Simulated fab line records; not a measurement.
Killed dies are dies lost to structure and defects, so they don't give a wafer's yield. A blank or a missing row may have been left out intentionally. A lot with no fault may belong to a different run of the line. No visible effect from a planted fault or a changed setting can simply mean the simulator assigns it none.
A struck lot beside a sound one | flow nandHarc | 21 out of 1302 route steps
Sound: the wafers L669.2, L669.3, L669.5. Struck: wafers L675.1, L675.2, L675.4. The cause is named last.
Each step with rows lists, per side, the tool, then ch with its chambers, then its first start. Under that, the readings that differ: sound wafers | struck wafers | difference of the means | sigmas: that difference in standard deviations of wafers without a fault.
alike: readings with means less than 2 such deviations apart, plus words and numbers identical on both sides. not compared: withheld readings, readings lacking a value on some wafer, bounds such as >300 that could conceal the same value, and numbers that have no deviation in the record and whose values overlap.
A row with sigmas, a row that says differs or no value, or rows on one side alone: a step with any of these is where the two part. Numbers that don't overlap but have no deviation are shown without sigmas and don't part them. A reading that every wafer of one side lacks parts them only if that side has two wafers or more.

NHARC_A_BLC_CMP_25: polishes, t overpolish 30 s, target thk 150 nm.
  sound on cmp-02 ch 1,3, day 25 17:50; struck on cmp-04 ch 0,1,2, day 28 10:59
  alike: motorCurrentA, overpolishRunS, timeToEndpointS
next, for these wafers, 1 step has no rows: NHARC_A_BLC_SRD_27.
NHARC_A_BLC_INSPECT_28:
  struck on defectInspect-02, day 28 11:25; sound on defectInspect-02, day 25 18:13
  alike: rawDefectCount
then, 8 steps without rows for these wafers: NHARC_A_M0_DEP_00 (deposits SiOC, target thk 150 nm); NHARC_A_M0_DEHYDRATE_01 (time 120 s); NHARC_A_M0_HMDS_02 (time 30 s); NHARC_A_M0_COAT_33 (time 65 s); NHARC_A_M0_COAT_03 (resist thk 90 nm); NHARC_A_M0_SOFTBAKE_04 (time 55 s); NHARC_A_M0_EBR_05; NHARC_A_M0_EXPOSE_06 (exposes mask A M0, target cd 80 nm).
NHARC_A_M0_PEB_07: peb time 65 s.
  sound on lithoTrack-04 ch 0, day 25 19:02; struck on lithoTrack-06 ch 0, day 28 12:14
reading               | sound             | struck            | difference | sigmas
heaterPowerTotalW (W) | 156.0 156.9 156.7 | 160.9 161.8 160.8 | +4.6       | +11
then, 1 step without rows for these wafers: NHARC_A_M0_DEVELOP_08 (develop time 35 s).
NHARC_A_M0_CD_MEAS_09 targets a cd of 80 nm.
  sound on cdSem-02 ch 0, day 25 19:07; struck on cdSem-02 ch 0, day 28 12:19
reading   | sound          | struck         | difference | sigmas
cdNm (nm) | 80.5 80.0 79.9 | 77.6 77.2 76.5 | -3.0       | -4
NHARC_A_M0_OVL_MEAS_10: pitch 160 nm.
  struck on overlay-02, day 28 12:24; sound on overlay-01, day 25 19:13
  alike: overlayXNm, overlayYNm
NHARC_A_M0_INSPECT_11:
  struck on defectInspect-01, day 28 12:26; sound on defectInspect-02, day 25 19:15
  alike: rawDefectCount
NHARC_A_M0_DESCUM_14: chemistry O2, time 3 s.
  sound on rieDiel-13 ch 0,3, day 25 19:19; struck on rieDiel-07 ch 0,2,3, day 28 12:30
reading              | sound            | struck           | difference | sigmas
model.A_M0.cdNm (nm) | 79.94 80.18 79.5 | 77.4 77.54 76.91 | -2.6       | 
  alike: drypumpMotorCurrentA, oesProductAu, rfVppV, showerheadPlenumPTorr, throttleValvePct
  not compared: rfHoursCounterH
NHARC_A_M0_ETCH_34: etches the open film in N2/H2, target depth 40 nm, overetch 12 nm, time 43.94 s.
  sound on rieDiel-13 ch 2,3, day 25 19:23; struck on rieDiel-07 ch 0,1,3, day 28 12:35
reading             | sound             | struck            | difference | sigmas
oesProductAu (a.u.) | 0.994 1.028 1.019 | 0.988 0.998 0.986 | -0.023     | -2
  alike: drypumpMotorCurrentA, rfVppV, showerheadPlenumPTorr, throttleValvePct
  not compared: rfHoursCounterH
NHARC_A_M0_ETCH_15: etches the open film in C4F8/Ar, target depth 150 nm, overetch 15 nm, time 82.5 s.
  sound on rieDiel-13 ch 0,2; struck on rieDiel-07 ch 0,2,3
reading              | sound             | struck           | difference | sigmas
model.A_M0.cdNm (nm) | 79.84 80.09 79.32 | 77.5 77.62 77.02 | -2.4       | 
  alike: oesProductAu, rfVppV
  not compared: rfHoursCounterH
NHARC_A_M0_CD_MEAS_16:
  struck on cdSem-02, day 28 12:48; sound on cdSem-03, day 25 19:37
reading   | sound          | struck         | difference | sigmas
cdNm (nm) | 79.6 80.4 79.3 | 77.4 77.6 77.0 | -2.4       | -3
next, for these wafers, 1 step has no rows: NHARC_END_SORT_01.

== WHERE THEY PART ==
At NHARC_A_M0_PEB_07 first; at NHARC_A_M0_CD_MEAS_16 last (within this record only).

WHY: what the simulator had put in
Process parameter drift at NHARC_A_M0_PEB_07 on lithoTrack-06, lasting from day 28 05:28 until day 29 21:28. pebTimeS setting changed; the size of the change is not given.
